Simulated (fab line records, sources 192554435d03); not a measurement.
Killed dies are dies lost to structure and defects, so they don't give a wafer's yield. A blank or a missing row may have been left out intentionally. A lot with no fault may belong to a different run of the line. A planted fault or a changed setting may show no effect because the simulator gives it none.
Lot-split experiment | flow n5Finfet | 7 lots, 21 wafers read, on a route of 1938 steps

## SPLIT DETAILS
At N5_BEOL_M9_COAT_05 (resist thk 90 nm), the setting spinRpm was moved away from the recipe's 1500 rpm on 4 of the 21 wafers read, by -10.7% to +10.1%. This setting was run at the recipe's value on the other wafers.

## FROM THE SPLIT TO THE READING: what the file shows between them, 3 steps
- N5_BEOL_M9_EBR_07
- N5_BEOL_M9_SOFTBAKE_06: time 60 s
- N5_BEOL_M9_DESCUM_16: chemistry O2, time 7.9 s

## THE READING
CAR-ArF_of_BEOL_M9_COAT_05.thkNm (the simulator's own value, which no gauge read), in nm, at N5_BEOL_M9_ETCH_61 (etches SiARC in CF4, target depth 39 nm, time 65 s). The file does not state a usual value for it. Average 55.5 nm, standard deviation 0.31 nm, over the 17 wafers here run with the recipe.

wafer  | tool, chamber at the split | spinRpm as run, rpm | against the recipe | CAR-ArF_of_BEOL_M9_COAT_05.thkNm, nm | against lot-mates on the recipe
L075.1 | lithoTrack-01, 0           | 1500                | recipe             | 55.6                                 | -
L075.2 | lithoTrack-01, 0           | 1651                | +10.1%             | 51.4                                 | -4.3
L075.6 | lithoTrack-01, 0           | 1500                | recipe             | 55.8                                 | -
L076.2 | lithoTrack-01, 0           | 1500                | recipe             | 55.8                                 | -
L076.4 | lithoTrack-01, 0           | 1562                | +4.1%              | 53.6                                 | -2.1
L076.5 | lithoTrack-01, 0           | 1500                | recipe             | 55.6                                 | -
L079.1 | lithoTrack-01, 0           | 1500                | recipe             | 55.8                                 | -
L079.3 | lithoTrack-01, 0           | 1500                | recipe             | 55.6                                 | -
L079.6 | lithoTrack-01, 0           | 1500                | recipe             | 55.6                                 | -
L081.2 | lithoTrack-01, 0           | 1340                | -10.7%             | 61                                   | +5.8
L081.3 | lithoTrack-01, 0           | 1500                | recipe             | 55.2                                 | -
L081.5 | lithoTrack-01, 0           | 1500                | recipe             | 55.2                                 | -
L088.3 | lithoTrack-01, 0           | 1500                | recipe             | 55.2                                 | -
L088.5 | lithoTrack-01, 0           | 1579                | +5.3%              | 53.2                                 | -2.1
L088.6 | lithoTrack-01, 0           | 1500                | recipe             | 55.4                                 | -
L089.1 | lithoTrack-04, 0           | 1500                | recipe             | 56                                   | -
L089.4 | lithoTrack-04, 0           | 1500                | recipe             | 56                                   | -
L089.6 | lithoTrack-04, 0           | 1500                | recipe             | 55.8                                 | -
L093.1 | lithoTrack-01, 0           | 1500                | recipe             | 55                                   | -
L093.3 | lithoTrack-01, 0           | 1500                | recipe             | 55.2                                 | -
L093.4 | lithoTrack-01, 0           | 1500                | recipe             | 55.2                                 | -

FIT RESULTS
A straight line over all 21 wafers: CAR-ArF_of_BEOL_M9_COAT_05.thkNm changes by -0.464 nm for each +1% of spinRpm; r = -0.98; the points scatter about the line by 0.33 nm.
The same after taking each lot's own level away (the mean of its wafers on the recipe; 21 wafers): -0.483 nm for each +1%; r = -0.99; scatter 0.23 nm.
On that fit, the largest move of spinRpm shifts the reading by 5.2 nm.
Measured against the standard deviation above, the lots' own levels, which go from 55.13 to 55.93 nm, span 2.6 times it.
Consequently the slope shifts little with the lot-to-lot level, the two slopes agreeing.
Check: +4.58 nm against its lot-mates is what the line predicts for one of the wafers moved furthest among these (-10.7%) when that wafer is left out of the fit. It came out at +5.8 nm against them.

## ADDITIONAL SPLITS CARRIED BY THESE WAFERS
Before the reading, these wafers also passed through other splits. Each is held against what the fit with the lots' levels taken away leaves over:
other split on the same wafers | wafers away from the commonest value | r with CAR-ArF_of_BEOL_M9_COAT_05.thkNm (lot level and that fit taken away)
N5_BEOL_M8_ETCH_62 sourceW     | 5                                    | +0.10
N5_BEOL_M9_ILD_DEP_00 timeS    | 6                                    | +0.28

## THE WHOLE CHAIN: every reading that the file lists as answering this split, in the file's order
step                 | what it does                                       | reading                                                                           | change (the file's fit)               | r (the file's)
N5_BEOL_M9_COAT_05   | resist thk 90 nm                                   | CAR-ArF_of_BEOL_M9_COAT_05.thkNm (the simulator's own value, which no gauge read) | -0.462 nm for each +1% of the setting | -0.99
N5_BEOL_M9_DESCUM_16 | chemistry O2, time 7.9 s                           | CAR-ArF_of_BEOL_M9_COAT_05.thkNm (the simulator's own value, which no gauge read) | -0.465 nm for each +1% of the setting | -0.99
N5_BEOL_M9_ETCH_61   | etches SiARC in CF4, target depth 39 nm, time 65 s | CAR-ArF_of_BEOL_M9_COAT_05.thkNm (the simulator's own value, which no gauge read) | -0.48 nm for each +1% of the setting  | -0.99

## FILE'S OWN FIT
CAR-ArF_of_BEOL_M9_COAT_05.thkNm changes by -0.48 nm for each +1% of spinRpm, r = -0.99.
